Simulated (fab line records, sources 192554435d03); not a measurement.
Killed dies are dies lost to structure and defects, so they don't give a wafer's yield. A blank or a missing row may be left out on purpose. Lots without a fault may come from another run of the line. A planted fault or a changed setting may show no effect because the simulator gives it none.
Which tool did it? | flow n5_finfet | 12 lots, 36 wafers sampled, at 5 steps of a route of 1938

WHAT THE GAUGES READ, wafer by wafer
N5_BEOL_M15_CD_MEAS_17: target cd 360 nm.
lot  | measured     | on        | cd_nm (nm)
L075 | day 12 02:54 | cd_sem-02 | 358.4 358.3 363.1
L078 | day 12 17:58 | cd_sem-03 | 365.5 356.9 361.9
L079 | day 12 22:32 | cd_sem-02 | 359.6 365.9 359.3
L081 | day 13 11:17 | cd_sem-02 | 363.2 359.2 360.8
L083 | day 14 07:56 | cd_sem-01 | 366.3 366.7 361.4
L086 | day 14 20:28 | cd_sem-01 | 362.5 362.1 363.4
L087 | day 15 17:17 | cd_sem-01 | 357.8 357.5 359.0
L089 | day 15 21:33 | cd_sem-01 | 360.6 359.7 362.4
L093 | day 16 17:26 | cd_sem-03 | 363.0 363.9 358.7
L092 | day 16 23:51 | cd_sem-02 | 359.7 361.0 360.7
L095 | day 17 12:59 | cd_sem-01 | 354.4 359.7 360.5
L097 | day 17 21:16 | cd_sem-01 | 361.6 361.9 365.1

WHICH TOOL RAN EACH LOT (tool, then ch and the chambers of the sampled wafers, then the start)
lot  | N5_BEOL_M14_DEGAS_41         | N5_BEOL_M14_SPUTTER_44       | N5_BEOL_M14_CMP_49            | N5_BEOL_M14_DEP_53
L075 | pvd_sputter-02, day 12 00:15 | pvd_sputter-02, day 12 00:25 | cmp-04 ch 0,1, day 12 01:09   | pecvd-03 ch 1,2, day 12 01:31
L078 | pvd_sputter-01, day 12 15:14 | pvd_sputter-01, day 12 15:23 | cmp-04 ch 0,3, day 12 16:20   | pecvd-01 ch 0,1,2, day 12 16:43
L079 | pvd_sputter-01, day 12 19:34 | pvd_sputter-01, day 12 19:44 | cmp-02 ch 1,2,3, day 12 20:32 | pecvd-01 ch 0,1,2, day 12 20:48
L081 | pvd_sputter-02, day 13 08:28 | pvd_sputter-02, day 13 08:37 | cmp-04 ch 0,1,2, day 13 09:35 | pecvd-01 ch 0,2, day 13 09:52
L083 | pvd_sputter-02, day 14 05:11 | pvd_sputter-02, day 14 05:21 | cmp-04 ch 0,1, day 14 06:04   | pecvd-04 ch 0,1, day 14 06:25
L086 | pvd_sputter-01, day 14 17:29 | pvd_sputter-01, day 14 17:39 | cmp-03 ch 0,2,3, day 14 18:37 | pecvd-03 ch 0,1, day 14 18:53
L087 | pvd_sputter-03, day 15 14:40 | pvd_sputter-03, day 15 14:49 | cmp-03 ch 0,2,3, day 15 15:30 | pecvd-01 ch 0,1, day 15 15:52
L089 | pvd_sputter-02, day 15 19:05 | pvd_sputter-02, day 15 19:14 | cmp-03 ch 0,3, day 15 19:55   | pecvd-03 ch 0,2, day 15 20:17
L093 | pvd_sputter-02, day 16 14:55 | pvd_sputter-02, day 16 15:05 | cmp-03 ch 0,1,2, day 16 15:47 | pecvd-01 ch 0,1, day 16 16:09
L092 | pvd_sputter-02, day 16 20:46 | pvd_sputter-02, day 16 20:55 | cmp-03 ch 0,3, day 16 21:45   | pecvd-04 ch 0,1,2, day 16 22:07
L095 | pvd_sputter-02, day 17 10:14 | pvd_sputter-02, day 17 10:24 | cmp-04 ch 0,1,3, day 17 11:10 | pecvd-04 ch 0,2, day 17 11:27
L097 | pvd_sputter-01, day 17 18:30 | pvd_sputter-01, day 17 18:40 | cmp-04 ch 0,1,3, day 17 19:43 | pecvd-04 ch 0,2, day 17 19:59
- N5_BEOL_M14_DEGAS_41: time 60 s.
- N5_BEOL_M14_SPUTTER_44: material Ta, target thk 15 nm, time 24.19 s.
- N5_BEOL_M14_CMP_49: polishes, stops on SiO2, t overpolish 5.2 s, target thk 560 nm.
- N5_BEOL_M14_DEP_53: deposits SiCN from 3MS/NH3, target thk 50 nm, time 17.8 s.

THE ANSWER, worked out from the rows above alone
Rule: what is usual is taken from the lots themselves. Put in order of their means at a reading, lots are off if they are a third of the lots or fewer, leave a main group of 4 or more, and stand apart from it by a gap of 3 or more times the standard deviation of the main group's means; of several such gaps the widest counts. A main group whose means are all the same, to the digits that the tables above print for the reading, isn't used. A lot without any number at a reading at which 4 lots or more have one is off too. The other lots that the step has rows for count as sound.
No lot is off at any reading shown: from this, nothing can be told.

WHAT THE SIMULATOR HAD PUT IN
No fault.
